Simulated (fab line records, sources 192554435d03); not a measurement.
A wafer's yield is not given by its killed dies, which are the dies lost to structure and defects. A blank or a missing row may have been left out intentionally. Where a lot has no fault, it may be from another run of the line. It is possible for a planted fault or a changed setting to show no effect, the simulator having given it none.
Chamber matching | flow n5_finfet | N5_MOL_CONTACT_COAG_ALD_27 on ald_sin-03 has 4 sister chambers
The step deposits SiOC, target thk 17 nm, pulse time 1.5 s, time 2720 s. 14 wafers are shown with their chamber, then 7 later ones without.

## WAFERS PAIRED WITH THEIR CHAMBERS
wafer  | chamber | heater_power_w (W) | precursor_pulse_height_rel
L077.2 | 2       | 803                | 0.981
L077.5 | 2       | 795                | 0.979
L077.6 | 1       | 859                | 0.989
L080.1 | 2       | 789                | 0.982
L080.3 | 3       | 779                | 0.988
L080.5 | 0       | 706                | 1.003
L081.2 | 0       | 715                | 1.010
L081.5 | 1       | 840                | 1.029
L081.6 | 0       | 704                | 0.976
L084.2 | 0       | 688                | 0.996
L084.4 | 2       | 811                | 0.994
L084.5 | 2       | 809                | 0.984
L087.1 | 0       | 701                | 1.000
L087.4 | 2       | 804                | 1.006

SIGNATURES (averages over the wafers above)
reading                    | chamber 0 | chamber 1 | chamber 2 | chamber 3 | scatter within a chamber
heater_power_w             | 702.80    | 849.50    | 801.83    | 779.00    | 9.57
precursor_pulse_height_rel | 0.99700   | 1.00900   | 0.98767   | 0.98800   | 0.0141
Rule: for each reading, subtract the chamber's mean from the wafer's reading, divide by that reading's scatter and square the result; add these up over the readings and take the root, which gives the wafer's distance from the chamber. If the next closest chamber is less than 2 further off than the closest, the wafer can't be placed; otherwise it belongs to the closest. The scatter: the root of (the sum of the squares of (reading less its chamber's mean) over the shown wafers, divided by (wafers less chambers)).

## WAFERS WHOSE CHAMBER IS MISSING
wafer  | heater_power_w (W) | precursor_pulse_height_rel
L087.6 | 712                | 1.003
L089.2 | 844                | 0.962
L089.3 | 712                | 1.002
L089.5 | 714                | 1.008
L092.1 | 850                | 0.990
L092.2 | 691                | 0.989
L092.6 | 791                | 1.000

## EACH ONE'S CHAMBER
wafer  | from the rows above     | in truth
L087.6 | 0                       | 0
L089.2 | can't be placed: 1 or 2 | 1
L089.3 | 0                       | 0
L089.5 | 0                       | 0
L092.1 | 1                       | 1
L092.2 | 0                       | 0
L092.6 | can't be placed: 2 or 3 | 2
Correct placement for 5 of the 7. Cannot be placed on the basis of these rows: 2; the candidates contain the true chamber in 2. Wrongly placed: 0.
